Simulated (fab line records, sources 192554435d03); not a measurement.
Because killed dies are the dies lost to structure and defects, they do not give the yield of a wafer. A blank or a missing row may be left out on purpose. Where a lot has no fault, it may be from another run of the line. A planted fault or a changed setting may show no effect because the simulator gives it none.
A lot that was struck, set against a sound lot + flow n5_finfet + 20 steps out of a route of 1938
Sound: these wafers, L821.2, L821.3, L821.6. Struck: wafers L824.2, L824.4, L824.5. At the end, the cause is stated.
Order at every step that has rows: each side's tool, ch and its chambers, its first start. Under that, the readings that differ: sound wafers + struck wafers + difference of the means + sigmas: that difference in standard deviations of wafers without a fault.
alike: same words and numbers on both sides, and readings whose means sit less than 2 such deviations apart. not compared: any withheld reading, any reading some wafer has no value for, any bound like >300 that may hide the same value, and any number with overlapping values for which the record gives no deviation.
The two part at a step that has a row with sigmas, a row that says differs or no value, or rows on one side only. When numbers do not overlap yet have no deviation, they are printed without sigmas and do not part them. A reading missing from all wafers of one side parts the sides only when that side holds two or more wafers.

first, 8 steps without rows for these wafers: N5_BEOL_M13_SPUTTER_44 (material Ta, target thk 10 nm, time 16.13 s); N5_BEOL_M13_SPUTTER_45 (material Cu, target thk 80 nm, time 13.33 s); N5_BEOL_M13_ECD_47 (material Cu, target thk 936 nm); N5_BEOL_M13_ANNEAL_48 (time 90 s); N5_BEOL_M13_CMP_49 (polishes, stops on SiOC, t overpolish 17.1 s, target thk 420 nm); N5_BEOL_M13_PRE_CLEAN_52 (time 15 s); N5_BEOL_M13_DEP_53 (deposits SiCN from 3MS/NH3, target thk 50 nm, time 17.8 s); N5_BEOL_M14_ILD_DEP_00 (deposits SiO2 from TEOS/O2, target thk 1119.3 nm, time 237.4 s).
N5_BEOL_M14_COAT_58: time 60 s, resist thk 89 nm.
  sound on litho_track-03 ch 0, day 14 06:52; struck on litho_track-03 ch 0, day 14 20:22
| reading                                    | sound                | struck               | difference | sigmas |
|--------------------------------------------|----------------------|----------------------|------------|--------|
| spin_speed_rpm (rpm)                       | 1499.8 1501.9 1499.9 | 1439.7 1438.8 1438.9 | -61.4      | -69    |
| model.BARC_of_BEOL_M14_COAT_58.thk_nm (nm) | 89.2 88.8 89         | 91.2 90.8 91         | +2.0       |        |
  alike: chill_plate_temp_C, resist_line_temp_C
then, 8 steps without rows for these wafers: N5_BEOL_M14_COAT_04 (resist thk 800 nm); N5_BEOL_M14_EBR_06; N5_BEOL_M14_SOFTBAKE_05 (time 60 s); N5_BEOL_M14_EXPOSE_07 (exposes mask V13); N5_BEOL_M14_PEB_08 (peb time 90 s); N5_BEOL_M14_DEVELOP_09 (develop time 45 s); N5_BEOL_M14_HARDBAKE_14 (time 120 s); N5_BEOL_M14_DESCUM_15 (chemistry O2, time 7.9 s).
N5_BEOL_M14_ETCH_59: etches BARC in N2/H2, target depth 89 nm, overetch 26.7 nm, time 67.9 s.
  sound on rie_diel-05 ch 2,3, day 14 07:16; struck on rie_diel-05 ch 0,3, day 14 20:46
| reading                  | sound             | struck            | difference | sigmas |
|--------------------------|-------------------|-------------------|------------|--------|
| model.etch.depth_nm (nm) | 89.16 88.83 89.02 | 91.14 90.86 91.08 | +2.02      |        |
  alike: chamber_pressure_mTorr, drypump_motor_current_A, oes_product_au, rf_vpp_V, showerhead_plenum_p_Torr, throttle_valve_pct
  not compared: rf_hours_counter_h
then, 1 step without rows for these wafers: N5_BEOL_M14_VIA_ETCH_16 (etches SiO2 in C4F8/O2/Ar, target depth 1231.3 nm).
N5_PASSIVATION_PROBE_49:
  only the struck wafers here have rows in the record (prober-02, day 15 19:20); the sound ones have none

## WHERE THEY PART
First at N5_BEOL_M14_COAT_58; last, within this record, at N5_PASSIVATION_PROBE_49.

WHY: what had been put in by the simulator
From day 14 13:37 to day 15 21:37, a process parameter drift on litho_track-03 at N5_BEOL_M14_COAT_58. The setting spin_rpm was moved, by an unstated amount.
